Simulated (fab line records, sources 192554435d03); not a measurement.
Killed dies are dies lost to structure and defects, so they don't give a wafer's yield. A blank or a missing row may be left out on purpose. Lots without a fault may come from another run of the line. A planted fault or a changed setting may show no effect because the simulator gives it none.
Problem report in the 8D (eight disciplines) form, filled by code | flow n5_finfet | the parts of the form that need people (team, actions taken, sign-off) are left out

1. THE PROBLEM
bias_w at N5_PMOS_HMC_CHANNEL_EPI_ETCH_38 reads a mean of 424.5 W on 1 wafer of 1 lot; wafers without a fault read 400.1 W with a standard deviation of 1.2. That is +20 standard deviations from the usual mean.
The step: etches SiO2 in CF4, target depth 1.5 nm.
First seen on wafer L155.2, day 5 23:47, on rie_si-01. The record holds 30 wafers of 10 lots with a number at this step. Rule for "out", or "out of limits": more than 4 standard deviations from the usual mean. The other wafers with a number count as sound.

2. WHAT IT IS AND WHAT IT IS NOT
question                    | is               | is not
which readings at this step | bias_w           | drypump_motor_current_A, oes_product_au, throttle_valve_pct
which lots                  | L155             | L138, L140, L143, L146, L148, L149, L150, L156, L161
which wafers of those lots  | L155.2           | L155.5, L155.6
read on which tools         | rie_si-01        | rie_si-02, rie_si-03
when                        | from day 5 23:47 | up to then (23 sound wafers); but 6 sound wafers of L156, L161 came after

3. SUSPECTS, AND WHAT RULES EACH OUT
Counting: a tool at a process step up to the reading stays a suspect if it ran every lot that is out. Sound lots after the first of them don't rule it out here, since some wafers of a struck lot are sound.
- rie_si-01 at N5_PMOS_HMC_CHANNEL_EPI_ETCH_38 (etches SiO2 in CF4, target depth 1.5 nm): kept. It ran the lot that is out, L155 (day 5 23:47); its last sound lot up to then is L149 (day 4 11:58). Its own readings are out on those wafers: bias_w.
- Within rie_si-01 at N5_PMOS_HMC_CHANNEL_EPI_ETCH_38: the wafers that are out ran in chamber 1; their sound lot-mates ran in chambers 2, 3.
Left after counting: rie_si-01 at N5_PMOS_HMC_CHANNEL_EPI_ETCH_38.

4. THE CAUSE (what the simulator had put in)
Process parameter drift: rie_si-01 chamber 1, from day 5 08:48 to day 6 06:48, at N5_PMOS_HMC_CHANNEL_EPI_ETCH_38. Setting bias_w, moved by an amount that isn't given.
Counting left only this tool.

5. THE CHAIN OF EFFECTS, in route order
Each row: a reading whose mean over the struck wafers that have a number lies more than 3 standard deviations from the usual. Only readings for which the record gives a usual standard deviation are gone through. hours: the time from each lot's start at the first step in this table that gives one to its start at this step, as a median over the lots. sigmas: the change in usual standard deviations.
hours | step                            | reading | usual   | on struck wafers | change | sigmas
0     | N5_PMOS_HMC_CHANNEL_EPI_ETCH_38 | bias_w  | 400.1 W | 424.5            | +24.4  | +20
The process steps in it:
- N5_PMOS_HMC_CHANNEL_EPI_ETCH_38: etches SiO2 in CF4, target depth 1.5 nm.
Later measuring or inspecting steps at which every struck wafer that the step has a row for has a number for every such reading, and none has moved that far: N5_PMOS_HMC_CHANNEL_EPI_THK_MEAS_22, N5_PMOS_HMC_CHANNEL_EPI_INSPECT_30, N5_BEOL_M4_RC_MEAS_101.

6. WHAT WOULD HAVE CAUGHT IT SOONER
In this record the first reading out of limits was taken at day 5 23:47, 15 hours after the fault began at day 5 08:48.
